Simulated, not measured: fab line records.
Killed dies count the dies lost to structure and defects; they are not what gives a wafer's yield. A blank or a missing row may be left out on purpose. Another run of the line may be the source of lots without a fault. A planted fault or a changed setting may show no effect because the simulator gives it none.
8D (eight disciplines) problem report, filled in by code :: flow nand_harc :: the parts of the form that need people (team, actions taken, sign-off) are left out

1. WHAT WENT WRONG
Wafers without a fault read 32, standard deviation 8.7; killed_dies at NHARC_END_SORT_01 reads a mean of 95 on 6 wafers belonging to 2 lots. That puts it +7.2 standard deviations away from the usual mean.
First observed at day 21 05:57: wafer L526.2, on prober-02. Wafers with a number at this step in the record: 15, from 5 lots. By rule, "out" or "out of limits" means more than 4 standard deviations away from the usual mean. The rest of the wafers with a number are treated as sound.

2. WHAT IT IS, AND WHAT IT ISN'T
question: which readings at this step
is: killed_dies, killed_at_array
is not: killed_at_periphery

question: which lots
is: L525, L526
is not: L520, L534, L542

question: which wafers of those lots
is: all that have a number
is not: -

question: read on which gauges
is: prober-02
is not: prober-01

question: when
is: from day 21 05:57
is not: up to then (3 sound wafers); but 6 sound wafers of L534, L542 came after

3. THE SUSPECTS, EACH WITH WHAT RULES IT OUT
Counting: any tool at a process step up to the reading is kept as a suspect provided that every lot that is out went through it and no sound lot did after the first of them.
- the gauge at NHARC_END_SORT_01: kept. All the wafers that are out were read on prober-02, and no step on other tools shows them out.
- har_cap_etch-03 at NHARC_A_CONTACT_ETCH_129 (etches the open film in C4F8/O2/Ar, time 155 s, target depth 956 nm): ruled out as a lasting fault. Following L526 (day 18 15:13), the first lot on it that is out, the sound lots L542 were run on it.
- pvd_sputter-03 at NHARC_THIN_TSV_DEGAS_49 (time 120 s): kept. It ran every lot that is out, first L526 (day 20 16:35), and no sound lot after that.
- plasma_asher-02 at NHARC_THIN_TSV_STRIP_56 (strips in O2): kept. It ran every lot that is out, first L526 (day 20 20:23), and no sound lot after that.
After the count, these remain: pvd_sputter-03 at NHARC_THIN_TSV_DEGAS_49, plasma_asher-02 at NHARC_THIN_TSV_STRIP_56 and prober-02 at NHARC_END_SORT_01.

4. THE CAUSE (what the simulator had put in)
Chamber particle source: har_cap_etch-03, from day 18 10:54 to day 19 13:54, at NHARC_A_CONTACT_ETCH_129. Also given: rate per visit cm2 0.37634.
The count ruled it out by mistake, since the rule takes a fault to strike every lot its tool runs from the start of the fault on, and this one did not do so.

5. THE EFFECT CHAIN, in route order
One row per reading whose mean, taken over the struck wafers that have a number, lies over 3 standard deviations from the usual. Only readings whose record carries a usual standard deviation are examined. hours: median over the lots of the time between each lot's start at the first step of this table that gives one and its start at this step. sigmas: the change, counted in usual standard deviations.
hours: 0
step: NHARC_END_SORT_01
reading: killed_at_array
usual: 28
on struck wafers: 90
change: +62
sigmas: +7.3

hours: 0
step: NHARC_END_SORT_01
reading: killed_dies
usual: 32
on struck wafers: 95
change: +63
sigmas: +7.2

6. HOW IT WOULD HAVE BEEN CAUGHT EARLIER
Counted from the fault's start at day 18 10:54, it took 67 hours until the first out-of-limits reading at a measuring or inspecting step in this record, taken at day 21 05:57.
